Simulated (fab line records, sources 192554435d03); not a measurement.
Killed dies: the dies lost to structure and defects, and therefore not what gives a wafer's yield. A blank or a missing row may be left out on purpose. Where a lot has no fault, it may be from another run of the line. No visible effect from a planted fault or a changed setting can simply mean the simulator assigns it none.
Problem report, 8D (eight disciplines) form, completed by code ; flow n5 finfet ; the parts of the form that need people (team, actions taken, sign-off) are left out

== 1. WHAT IS WRONG ==
Wafers without a fault read 11, standard deviation 4.9; raw defect count at N5_STI_FIN_REVEAL_INSPECT_13 reads a mean of 502 on 2 wafers belonging to 2 lots. So: +99 or more standard deviations from the usual mean.
The step: inspects for defects (darkfield).
Seen first at day 6 12:16 on defect inspect-01, wafer L696.2. The record holds 30 wafers of 10 lots with a number at this step. The rule behind "out" and "out of limits": a value lying over 4 standard deviations away from the usual mean. All remaining wafers that have a number are taken as sound.

== 2. WHAT THIS IS AND IS NOT ==
question;is;is not
which readings at this step;raw defect count;-
which lots;L696, L698;L682, L683, L684, L694, L700, L701, L702, L703
which wafers of those lots;L696.2, L698.3;L696.3, L696.5, L698.2, L698.5
read on which gauges;defect inspect-01;defect inspect-02
when;from day 6 12:16;"up to then (14 sound wafers); but 14 sound wafers of L698, L700, L701, L702, L703 came after"

== 3. SUSPECTS, AND WHAT RULES EACH OUT ==
Counting: if a tool at a process step up to the reading ran every lot that is out, it stays a suspect. Sound lots after the first of them don't rule it out here, since some wafers of a struck lot are sound.
- the gauge at N5_STI_FIN_REVEAL_INSPECT_13 has been ruled out. All the wafers that are out were read on defect inspect-01, but those of them that N5_PASSIVATION_PROBE_49 has rows for are out there too, on other tools.
- wet bench-05 at N5_STI_FIN_REVEAL_PRECLEAN_26 (cleans in SC1, time 45 s): kept. Ran every lot that is out, first one L696 (day 6 09:25); last sound lot up to then L694 (day 5 22:43).
- vapor etch-01 at N5_STI_FIN_REVEAL_RECESS_09 (chemistry HF/NH3, target SiO2, afs cycles 11, target depth 42.5 nm, sublimation time 60 s): kept. It ran every lot that is out, first L696 (day 6 09:29).
What counting leaves: wet bench-05 at N5_STI_FIN_REVEAL_PRECLEAN_26 and vapor etch-01 at N5_STI_FIN_REVEAL_RECESS_09.

== 4. THE CAUSE (what the simulator had put in) ==
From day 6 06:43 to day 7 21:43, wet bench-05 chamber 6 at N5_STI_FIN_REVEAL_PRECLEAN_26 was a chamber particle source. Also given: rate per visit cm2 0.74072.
Counting left 2 suspects, and this tool is among them.

== 5. THE EFFECT CHAIN, in route order ==
Each row: a reading where the mean over the struck wafers with a number is more than 3 standard deviations away from the usual. Only readings for which the record gives a usual standard deviation are gone through. hours: the time from each lot's start at the first step in this table that gives one to its start at this step, as a median over the lots. sigmas: the change in usual standard deviations.
hours;step;reading;usual;on struck wafers;change;sigmas
0;N5_STI_FIN_REVEAL_INSPECT_13;raw defect count;11;502;+492;+99 or more
241;N5_PASSIVATION_PROBE_49;defect limited yield;91.1 %;82.3;-8.8;-6.3
241;N5_PASSIVATION_PROBE_49;killed at front end;40;160;+120;+11
241;N5_PASSIVATION_PROBE_49;killed dies;105;209;+104;+6.5
241;N5_PASSIVATION_PROBE_49;sort_bin_5_function;5.2 %;10.7;+5.5;+6.2
241;N5_PASSIVATION_PROBE_49;sort n pass;1074;971;-103;-6.1
241;N5_PASSIVATION_PROBE_49;sort yield pct;91.0 %;82.3;-8.7;-5.8
Here are the process steps it includes:
- N5_PASSIVATION_PROBE_49
Later measuring or inspecting steps at which every struck wafer that the step has a row for has a number for every such reading, and none has moved that far: N5_BEOL_M4_RC_MEAS_101.

== 6. HOW IT WOULD HAVE BEEN CAUGHT EARLIER ==
In this record the first reading out of limits at a measuring or inspecting step was taken at day 6 12:16, 6 hours after the fault began at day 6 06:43.
L698, from the lots that are out (2), started N5_STI_FIN_REVEAL_PRECLEAN_26 on wet bench-05 later than day 6 12:16. A hold on the tool at that time would have spared it.
